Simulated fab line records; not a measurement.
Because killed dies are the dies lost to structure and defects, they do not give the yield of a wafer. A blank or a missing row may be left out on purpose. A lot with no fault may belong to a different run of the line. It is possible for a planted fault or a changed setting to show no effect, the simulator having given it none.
Split-lot experiment    flow n5 finfet    on a route of 1938 steps: 7 lots, 21 wafers read

## ABOUT THE SPLIT
At N5_BEOL_M6_ILD_DEP_00 (deposits SiCOH lowk from DEMS/porogen, target thk 179.75 nm, time 33.4 s), the setting time s was moved away from the recipe's 33.4 s on 7 of the 21 wafers read, by -11.0% to +4.6%. All remaining wafers had this setting at the recipe value.

## FROM THE SPLIT TO THE READING: what the file shows between them, 1 step
- N5_BEOL_M6_CURE_74: cures SiCOH lowk, time 240 s

## THE READING
M6_ILD_THK (nm), taken at N5_BEOL_M6_THK_MEAS_01. Typical for fault-free wafers on this fab line: 155.4 nm, with standard deviation 2.2 nm.

wafer   tool, chamber at the split  time s as run, s  against the recipe  M6_ILD_THK, nm  against lot-mates on the recipe
L075.2  pecvd-01, 0                 33.4              recipe              153.1           -
L075.3  pecvd-01, 1                 33.4              recipe              152.7           -
L075.4  pecvd-01, 2                 33.4              recipe              158.0           -
L077.4  pecvd-01, 2                 33.4              recipe              158.6           -
L077.5  pecvd-01, 1                 34.68             +3.8%               163.2           +4.6
L077.6  pecvd-01, 0                 34.68             +3.8%               160.8           +2.2
L079.4  pecvd-02, 0                 33.4              recipe              155.4           -
L079.5  pecvd-02, 1                 34.95             +4.6%               161.3           +5.9
L079.6  pecvd-02, 2                 34.95             +4.6%               160.7           +5.3
L085.2  pecvd-01, 1                 33.4              recipe              154.2           -
L085.4  pecvd-01, 1                 33.4              recipe              157.0           -
L085.6  pecvd-01, 2                 33.4              recipe              158.2           -
L086.2  pecvd-04, 1                 33.4              recipe              153.8           -
L086.4  pecvd-04, 0                 33.4              recipe              154.7           -
L086.5  pecvd-04, 2                 29.72             -11.0%              137.6           -16.7
L088.2  pecvd-02, 1                 33.4              recipe              151.7           -
L088.5  pecvd-02, 0                 33.4              recipe              156.0           -
L088.6  pecvd-02, 1                 33.4              recipe              153.2           -
L097.1  pecvd-01, 1                 31.54             -5.6%               147.1           -10.8
L097.3  pecvd-01, 0                 31.54             -5.6%               146.4           -11.5
L097.6  pecvd-01, 0                 33.4              recipe              157.9           -

FIT RESULTS
A straight line over all 21 wafers: M6_ILD_THK changes by +1.54 nm for each +1% of time s; r = +0.94; the points scatter about the line by 2 nm.
The same after taking each lot's own level away (the mean of its wafers on the recipe; 21 wafers): +1.49 nm for each +1%; r = +0.95; scatter 1.8 nm.
The reading moves by 16 nm for the largest change in time s, on that fit.
Across the lots, their own levels run from 153.63 to 158.60 nm, a range of 2.3 times the standard deviation given above.
The two slopes agree, so the slope changes little with the lot-to-lot level.
Check: for one of the wafers moved furthest among these (-11.0%), held out of the fit, the line's prediction against its lot-mates is -17.5 nm. It came out at -16.7 nm against them.

## THESE WAFERS: OTHER SPLITS
Other splits were also applied to these wafers ahead of the reading. Each is held against what the fit with the lots' levels taken away leaves over:
other split on the same wafers    wafers away from the commonest value  r with M6_ILD_THK (lot level and that fit taken away)
N5_BEOL_M1_TRENCH_ETCH_37 time s  10                                    -0.33
N5_BEOL_M3_COAT_05 spin rpm       4                                     -0.09
N5_BEOL_M4_COAT_05 spin rpm       4                                     -0.28
N5_BEOL_M4_ETCH_70 bias w         6                                     -0.29
N5_BEOL_M4_TRENCH_ETCH_37 time s  9                                     -0.08
N5_BEOL_M5_ETCH_41 source w       5                                     +0.06

## THE WHOLE CHAIN: every reading that the file lists as answering this split, in the file's order
step                    what it does                                                              reading                                                                                   change (the file's fit)               r (the file's)
N5_BEOL_M6_ILD_DEP_00   deposits SiCOH lowk from DEMS/porogen, target thk 179.75 nm, time 33.4 s  SiCOH_lowk_of_BEOL_M6_ILD_DEP_00.thk nm (the simulator's own value, which no gauge read)  +1.72 nm for each +1% of the setting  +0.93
N5_BEOL_M6_CURE_74      cures SiCOH lowk, time 240 s                                              SiCOH_lowk_of_BEOL_M6_ILD_DEP_00.thk nm (the simulator's own value, which no gauge read)  +1.5 nm for each +1% of the setting   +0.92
N5_BEOL_M6_THK_MEAS_01                                                                            M6_ILD_THK                                                                                +1.5 for each +1% of the setting      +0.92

## THE FILE'S OWN FIT
M6_ILD_THK changes by +1.5 nm for each +1% of time s, r = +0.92.
